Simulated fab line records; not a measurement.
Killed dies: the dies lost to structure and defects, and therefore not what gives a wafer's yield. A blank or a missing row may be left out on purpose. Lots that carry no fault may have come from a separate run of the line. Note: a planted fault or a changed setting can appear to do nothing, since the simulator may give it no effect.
fab line records + flow nand-harc
[record]
- lots = 14
- wafers = 42
- last-day = 33
route steps=1302 shown P_CONTACT@247 THIN_TSV@1245 END@1302
lots with no fault: from the same line, run without faults
start-h: hours from the record's opening day to when the first of the lot's shown wafers began + wait-h: hours since the lot's step before + " same as the row above + L1.1+2: several wafers, shown together as one row + - no value present, or no start provided + * or withheld: withheld + < > ~ a bound
route shown NAME@n: names a module that has steps shown in the file, with the first one's number in the route + usual: the fault-free wafers' mean and standard deviation + same: alike in all rows + chamber/n: place in a boat + sites: readings site by site + _std_site: the values' standard deviation + _edge_site: inner sites' mean taken away from outer sites' mean + radius-mm: how far each site lies from the wafer's centre + mask NAME#n: copy n + behind: tool/chamber where the wafer was last shaped + hold: what put the lot on hold/how long, in hours/how the hold closed + device: the n, p or np transistor that did not switch + end of line: tests of these same wafers at the route's end + a step without rows: its recipe alone + killed: the dies lost at the first sort to structure and to defects; this is not the yield of the wafer + map: the dies of a wafer, with x for killed, . for not killed, _ for no die there
set.NAME: the setting as run; set.NAME@STEP: as run at that earlier step + model.NAME: the simulator's own value behind a step, which no gauge read
steps of the route over a sample of lots; a table a step, a row a wafer
services: a tool's chamber out of use, with start hour (start-h, from the record's first day; less than 0 if before it), hours out, and reason
[[steps]]
[step NHARC_P_CONTACT_ALD_22]
[recipe]
- target-thk-a = 30
- pulse-time-s = 1
- ald-cycles = 150
- temp-c = 450
- material = TiN
[usual]
- heater-power-w = 1101/69
- precursor-pulse-height-rel = 0.999/0.018
| lot.wafer | tool         | chamber | start-h | wait-h | heater-power-w | precursor-pulse-height-rel |
|-----------|--------------|---------|---------|--------|----------------|----------------------------|
| L824.2    | ald-metal-03 | 1       | 119.73  | -      | 1143           | 0.993                      |
| L824.6    | "            | 3       | "       | "      | 1021           | 1.011                      |
| L824.5    | "            | 0       | "       | "      | 1044           | 1.009                      |
| L825.1    | ald-metal-02 | 0       | 130.20  | -      | 1126           | 0.991                      |
| L825.4    | "            | 1       | "       | "      | 1154           | 0.984                      |
| L825.5    | "            | 0       | "       | "      | 1128           | 1.046                      |
| L827.3    | ald-metal-03 | 1       | 147.09  | -      | 1156           | 0.991                      |
| L827.1    | "            | 2       | "       | "      | 950            | 0.984                      |
| L827.6    | "            | 1       | "       | "      | 1109           | 1.009                      |
| L828.4    | ald-metal-02 | 1       | 154.54  | -      | 1169           | 1.010                      |
| L828.6    | "            | 3       | "       | "      | 1036           | 1.016                      |
| L828.5    | "            | 0       | "       | "      | 1124           | 0.996                      |
| L829.3    | ald-metal-02 | 1       | 171.48  | -      | 1200           | 1.011                      |
| L829.1    | "            | 2       | "       | "      | 1159           | 1.012                      |
| L829.5    | "            | 0       | "       | "      | 1142           | 0.991                      |
| L830.3    | ald-metal-04 | 2       | 172.36  | -      | 1190           | 1.001                      |
| L830.4    | "            | 0       | "       | "      | 1104           | 0.971                      |
| L830.5    | "            | 3       | "       | "      | 1138           | 1.032                      |
| L833.2    | ald-metal-03 | 3       | 205.99  | -      | 1029           | 0.985                      |
| L833.3    | "            | 0       | "       | "      | 1054           | 1.035                      |
| L833.5    | "            | 3       | "       | "      | 1022           | 0.983                      |
| L834.4    | ald-metal-02 | 0       | 226.96  | -      | 1113           | 1.004                      |
| L834.5    | "            | 1       | "       | "      | 1156           | 1.018                      |
| L834.6    | "            | 2       | "       | "      | 1156           | 0.979                      |
| L836.2    | ald-metal-02 | 1       | 242.21  | -      | 1153           | 0.993                      |
| L836.1    | "            | 2       | "       | "      | 1189           | 1.008                      |
| L836.6    | "            | 1       | "       | "      | 1196           | 0.994                      |
| L842.1    | ald-metal-02 | 0       | 300.31  | -      | 1116           | 1.019                      |
| L842.2    | "            | 1       | "       | "      | 1114           | 1.016                      |
| L842.5    | "            | 1       | "       | "      | 1141           | 1.022                      |
| L843.3    | ald-metal-04 | 2       | 308.82  | -      | 1125           | 0.997                      |
| L843.1    | "            | 3       | "       | "      | 1134           | 1.002                      |
| L843.4    | "            | 3       | "       | "      | 1141           | 0.999                      |
| L844.2    | ald-metal-02 | 3       | 322.96  | -      | 1066           | 1.016                      |
| L844.4    | "            | 2       | "       | "      | 1194           | 0.995                      |
| L844.6    | "            | 0       | "       | "      | 1098           | 0.987                      |
| L845.3    | ald-metal-04 | 2       | 323.82  | -      | 1128           | 0.977                      |
| L845.5    | "            | 2       | "       | "      | 1160           | 0.997                      |
| L845.4    | "            | 3       | "       | "      | 1113           | 1.016                      |
| L847.3    | ald-metal-03 | 0       | 346.58  | -      | 1028           | 0.983                      |
| L847.2    | "            | 2       | "       | "      | 1025           | 1.001                      |
| L847.1    | "            | 3       | "       | "      | 1083           | 0.999                      |
[step NHARC_THIN_TSV_CMP_01]
[recipe]
- target-thk-um = 3
[usual]
- motor-current-A = 11.7/1.2
- retaining-ring-pressure-frac = 0.999/0.0052
| lot.wafer | tool   | chamber | start-h | wait-h | motor-current-A | retaining-ring-pressure-frac |
|-----------|--------|---------|---------|--------|-----------------|------------------------------|
| L824.2    | cmp-04 | 3       | 552.80  | 0.9    | 11.0            | 0.998                        |
| L824.5    | "      | 0       | "       | "      | 10.6            | 0.997                        |
| L824.6    | "      | 1       | "       | "      | 9.8             | 0.999                        |
| L825.1    | cmp-04 | 1       | 553.92  | 1.0    | 9.8             | 0.995                        |
| L825.4    | "      | 0       | "       | "      | 9.8             | 1.005                        |
| L825.5    | "      | 2       | "       | "      | 13.1            | 1.008                        |
| L828.4    | cmp-03 | 0       | 571.60  | 0.5    | 12.1            | 0.991                        |
| L828.5    | "      | 0       | "       | "      | 11.7            | 0.992                        |
| L828.6    | "      | 1       | "       | "      | 12.0            | 0.997                        |
| L827.3    | cmp-03 | 1       | 585.43  | 0.6    | 12.7            | 1.003                        |
| L827.1    | "      | 3       | "       | "      | 11.1            | 1.001                        |
| L827.6    | "      | 1       | "       | "      | 12.5            | 0.999                        |
| L829.3    | cmp-04 | 1       | 605.46  | 0.7    | 10.2            | 0.992                        |
| L829.1    | "      | 2       | "       | "      | 13.3            | 1.001                        |
| L829.5    | "      | 0       | "       | "      | 10.2            | 1.005                        |
| L830.3    | cmp-03 | 2       | 628.22  | 0.6    | 12.5            | 0.999                        |
| L830.4    | "      | 3       | "       | "      | 10.5            | 0.999                        |
| L830.5    | "      | 3       | "       | "      | 11.1            | 1.001                        |
| L833.2    | cmp-04 | 3       | 630.91  | 0.8    | 10.5            | 0.996                        |
| L833.3    | "      | 2       | "       | "      | 12.2            | 1.010                        |
| L833.5    | "      | 3       | "       | "      | 11.3            | 1.000                        |
| L834.4    | cmp-02 | 2       | 653.85  | 0.5    | 12.6            | 1.006                        |
| L834.5    | "      | 0       | "       | "      | 12.4            | 1.005                        |
| L834.6    | "      | 1       | "       | "      | 11.4            | 1.007                        |
| L836.2    | cmp-04 | 2       | 662.93  | 0.9    | 13.7            | 0.993                        |
| L836.1    | "      | 3       | "       | "      | 11.7            | 0.987                        |
| L836.6    | "      | 0       | "       | "      | 10.2            | 1.002                        |
| L842.1    | cmp-02 | 1       | 716.62  | 1.0    | 11.1            | 1.007                        |
| L842.2    | "      | 2       | "       | "      | 12.4            | 0.990                        |
| L842.5    | "      | 1       | "       | "      | 12.0            | 1.009                        |
| L843.3    | cmp-03 | 2       | 724.40  | 0.6    | 12.4            | 1.000                        |
| L843.4    | "      | 3       | "       | "      | 10.9            | 1.008                        |
| L843.1    | "      | 0       | "       | "      | 12.3            | 1.010                        |
| L845.3    | cmp-02 | 0       | 745.30  | 0.7    | 11.4            | 1.002                        |
| L845.4    | "      | 2       | "       | "      | 12.9            | 0.993                        |
| L845.5    | "      | 0       | "       | "      | 11.9            | 0.995                        |
| L844.4    | cmp-02 | 0       | 746.45  | 0.4    | 12.2            | 0.999                        |
| L844.2    | "      | 2       | "       | "      | 13.6            | 0.994                        |
| L844.6    | "      | 0       | "       | "      | 13.0            | 1.004                        |
| L847.2    | cmp-03 | 3       | 770.47  | 0.8    | 11.4            | 1.000                        |
| L847.1    | "      | 0       | "       | "      | 12.8            | 0.995                        |
| L847.3    | "      | 2       | "       | "      | 13.3            | 1.001                        |
[step NHARC_THIN_TSV_ETCHBACK_48]
[recipe]
- target-depth-a = 10285
- over-etch-frac = 0.3
- time-s = 405.17
- ion-energy-ev = 250
- c4f8-flow-sccm = withheld
- ar-flow-sccm = withheld
- rf-w = 600
- bias-w = 300
- chemistry = C4F8/Ar
[usual]
- oes-product-au = 0.95/0.033
- rf-vpp-V = 548/3.6
[same]
- over-etch-frac = 0.3
| lot.wafer | tool        | chamber | start-h | wait-h | oes-product-au | rf-hours-counter-h | rf-vpp-V |
|-----------|-------------|---------|---------|--------|----------------|--------------------|----------|
| L824.2    | rie-diel-12 | 2       | 556.33  | -      | 0.93           | 4.6                | 552      |
| L824.5    | "           | 1       | "       | "      | 0.93           | -                  | 550      |
| L824.6    | "           | 2       | "       | "      | 0.93           | -                  | 551      |
| L825.1    | rie-diel-02 | 3       | 557.70  | -      | 0.93           | 9.1                | 543      |
| L825.4    | "           | 3       | "       | "      | 0.92           | -                  | 543      |
| L825.5    | "           | 2       | "       | "      | 0.91           | -                  | 548      |
| L828.4    | rie-diel-12 | 3       | 575.15  | -      | 0.92           | 5.9                | 553      |
| L828.5    | "           | 3       | "       | "      | 0.92           | -                  | 554      |
| L828.6    | "           | 0       | "       | "      | 0.91           | -                  | 542      |
| L827.1    | rie-diel-02 | 3       | 589.06  | -      | 1.01           | 0.1                | 542      |
| L827.3    | "           | 0       | "       | "      | 0.98           | 0.1                | 546      |
| L827.6    | "           | 2       | "       | "      | 1.00           | -                  | 547      |
| L829.3    | rie-diel-02 | 3       | 608.94  | -      | 0.95           | 1.2                | 543      |
| L829.1    | "           | 0       | "       | "      | 0.94           | 1.2                | 546      |
| L829.5    | "           | 3       | "       | "      | 0.96           | -                  | 543      |
| L830.3    | rie-diel-12 | 2       | 631.81  | 0.4    | 1.00           | 0.1                | 553      |
| L830.4    | "           | 0       | "       | "      | 1.00           | 0.1                | 542      |
| L830.5    | "           | 2       | "       | "      | 0.99           | -                  | 552      |
| L833.3    | rie-diel-12 | 2       | 634.47  | -      | 1.00           | 0.3                | 553      |
| L833.2    | "           | 0       | "       | "      | 1.00           | 0.2                | 542      |
| L833.5    | "           | 3       | "       | "      | 1.01           | -                  | 552      |
| L834.4    | rie-diel-02 | 2       | 657.32  | -      | 0.92           | 4.4                | 548      |
| L834.5    | "           | 3       | "       | "      | 0.94           | -                  | 543      |
| L834.6    | "           | 0       | "       | "      | 0.92           | -                  | 547      |
| L836.2    | rie-diel-12 | 2       | 666.50  | -      | 0.99           | 2.1                | 551      |
| L836.1    | "           | 3       | "       | "      | 0.99           | 1.9                | 551      |
| L836.6    | "           | 2       | "       | "      | 0.99           | -                  | 553      |
| L842.1    | rie-diel-02 | 1       | 720.34  | -      | 0.91           | 8.6                | 547      |
| L842.2    | "           | 3       | "       | "      | 0.92           | 7.4                | 544      |
| L842.5    | "           | 0       | "       | "      | 0.90           | -                  | 547      |
| L843.4    | rie-diel-12 | 3       | 727.99  | -      | 0.99           | 4.5                | 553      |
| L843.1    | "           | 0       | "       | "      | 1.00           | 4.1                | 541      |
| L843.3    | "           | 1       | "       | "      | 0.98           | 3.9                | 552      |
| L845.4    | rie-diel-12 | 0       | 749.02  | -      | 1.00           | 4.6                | 541      |
| L845.3    | "           | 2       | "       | "      | 1.00           | 5.1                | 552      |
| L845.5    | "           | 0       | "       | "      | 1.00           | -                  | 541      |
| L844.4    | rie-diel-10 | 3       | 749.95  | -      | 0.95           | 7.3                | 551      |
| L844.2    | "           | 0       | "       | "      | 0.92           | 5.7                | 549      |
| L844.6    | "           | 2       | "       | "      | 0.94           | -                  | 547      |
| L847.1    | rie-diel-02 | 2       | 774.11  | -      | 0.98           | 1.1                | 548      |
| L847.2    | "           | 0       | "       | "      | 0.95           | 1.0                | 545      |
| L847.3    | "           | 1       | "       | "      | 0.97           | 0.9                | 546      |
[step NHARC_END_SORT_01]
[recipe]
- temp-c = 25
[usual]
- killed-at-array = 57/18
- killed-at-other = 0.9/1.3
- killed-at-periphery = 3.5/2.2
- killed-dies = 62/18
- killed-open = 3.0/1.7
- killed-short = 2.3/1.5
[same]
- gross-dies = 677
| lot.wafer | tool      | chamber | start-h | wait-h | killed-at-array | killed-at-other | killed-at-periphery | killed-dies | killed-open | killed-short |
|-----------|-----------|---------|---------|--------|-----------------|-----------------|---------------------|-------------|-------------|--------------|
| L842.1    | prober-01 | 0       | 733.07  | 2.4    | 55              | 0               | 76                  | 131         | 1           | 1            |
| L842.2    | prober-01 | 0       | 733.87  | 2.7    | 48              | 0               | 64                  | 112         | 3           | 0            |
| L842.5    | prober-01 | 0       | 736.26  | 3.7    | 45              | 0               | 61                  | 106         | 2           | 1            |
| L844.2    | prober-02 | 0       | 765.72  | 2.7    | 43              | 0               | 54                  | 97          | 1           | 3            |
| L844.4    | prober-02 | 0       | 767.32  | 3.4    | 40              | 0               | 66                  | 106         | 1           | 3            |
| L844.6    | prober-02 | 0       | 768.92  | 4.0    | 36              | 0               | 75                  | 111         | 2           | 1            |
// killed by level:class
L842.1 P_CONTACT:unspecified=71 A_CHANNEL_HOLE_D2:chamber-film-flake=32 A_CONTACT:chamber-film-flake=8 A_SLIT:chamber-film-flake=7 P_GATE:chamber-film-flake=4 A_CHANNEL_HOLE_D1:chamber-film-flake=3 A_STAIRCASE:chamber-film-flake=2 A_CHANNEL_HOLE_D2:geometric-particle:short=1
L842.2 P_CONTACT:unspecified=60 A_CHANNEL_HOLE_D2:chamber-film-flake=20 A_CONTACT:chamber-film-flake=9 A_CHANNEL_HOLE_D1:chamber-film-flake=7 A_SLIT:chamber-film-flake=4 P_GATE:chamber-film-flake=2 A_DECK1_JOINT:chamber-film-flake=2 A_STAIRCASE:chamber-film-flake=2
L842.5 P_CONTACT:unspecified=51 A_CHANNEL_HOLE_D2:chamber-film-flake=16 A_CHANNEL_HOLE_D1:chamber-film-flake=8 A_CONTACT:chamber-film-flake=8 A_WL_FILL:chamber-film-flake=6 P_M1:chamber-film-flake=5 P_STI:chamber-film-flake=3 P_GATE:chamber-film-flake=2
L844.2 P_CONTACT:unspecified=48 A_CHANNEL_HOLE_D1:chamber-film-flake=18 A_CONTACT:chamber-film-flake=12 A_STAIRCASE:chamber-film-flake=4 P_M1:chamber-film-flake=3 A_SLIT:chamber-film-flake=3 A_CHANNEL_FILL_D1:chamber-film-flake=2 P_CONTACT:geometric-particle:short=1
L844.4 P_CONTACT:unspecified=64 A_CONTACT:chamber-film-flake=15 A_CHANNEL_HOLE_D1:chamber-film-flake=9 A_SLIT:chamber-film-flake=6 A_STAIRCASE:chamber-film-flake=3 P_M1:chamber-film-flake=2 A_CHANNEL_FILL_D1:chamber-film-flake=2 A_ONON_D1:geometric-particle:open=1
L844.6 P_CONTACT:unspecified=71 A_CHANNEL_HOLE_D1:chamber-film-flake=13 A_SLIT:chamber-film-flake=6 A_CONTACT:chamber-film-flake=6 A_BONDPAD:chamber-film-flake=2 P_GATE:chamber-film-flake=2 P_M1:chamber-film-flake=2 A_SGD_CUT:chamber-film-flake=2
[[services]]
| tool         | chamber | start-h | hours | kind   |
|--------------|---------|---------|-------|--------|
| ald-metal-02 | -       | 104.69  | 2.3   | repair |
| ald-metal-02 | -       | 117.85  | 0.5   | repair |
| rie-diel-12  | 2       | 157.21  | 14.8  | repair |
| ald-metal-02 | -       | 158.40  | 1.3   | repair |
| ald-metal-02 | -       | 175.60  | 1.4   | repair |
| rie-diel-12  | 0       | 247.12  | 9.7   | repair |
| ald-metal-02 | -       | 254.00  | 10.0  | pm     |
| rie-diel-12  | -       | 268.44  | 9.0   | pm     |
| rie-diel-12  | 2       | 314.26  | 8.5   | repair |
| ald-metal-02 | -       | 371.54  | 1.0   | repair |
| rie-diel-12  | 0       | 394.48  | 13.1  | repair |
| rie-diel-12  | 3       | 412.11  | 4.9   | repair |
| ald-metal-02 | -       | 432.10  | 10.0  | pm     |
| ald-metal-02 | 0       | 442.67  | 18.6  | repair |
| rie-diel-12  | -       | 445.44  | 9.0   | pm     |
| rie-diel-12  | 1       | 468.97  | 13.8  | repair |
| rie-diel-12  | 1       | 486.41  | 3.3   | repair |
| rie-diel-12  | 0       | 499.39  | 4.0   | repair |
| rie-diel-12  | 2       | 599.80  | 17.9  | repair |
| ald-metal-02 | -       | 610.10  | 10.0  | pm     |
| rie-diel-12  | -       | 622.44  | 9.0   | pm     |
| rie-diel-12  | 1       | 673.73  | 1.6   | repair |
| rie-diel-12  | 1       | 692.43  | 2.5   | repair |
| rie-diel-12  | 3       | 721.02  | 4.3   | repair |
[[key]]
[first-sign]
- step = NHARC_END_SORT_01
- reading = killed-at-periphery
- direction = up
- sigmas = 29
- usual = 3.5
- struck = 66
[effect]
- step = NHARC_END_SORT_01
- reading = killed-dies
- direction = up
- sigmas = 2.7
- usual = 62
- struck = 110
[more-kills-born-at]
- NHARC_P_CONTACT_ALD_22@ald-metal-02 = 365
met-at NHARC_P_CONTACT_ALD_22
struck-lots L842,L844
tester-left-out L842,L844
not-acting-at NHARC_THIN_TSV_CMP_01,NHARC_THIN_TSV_ETCHBACK_48
onset-between 242.21 300.31
[fault]
- kind = chamber-particle-source
- tool = ald-metal-02
- chamber = -
- onset-h = 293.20
- steps = NHARC_P_CONTACT_ALD_22
- rate-per-visit-cm2 = 0.49436
- end-h = 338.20
// tester-left-out: of these lots the tester's yield and bins aren't shown, on N5 and GAA mostly nor the transistor test; their killed dies are dies lost to structure and defects alone, not to doping, threshold or leakage, so they don't give the yield
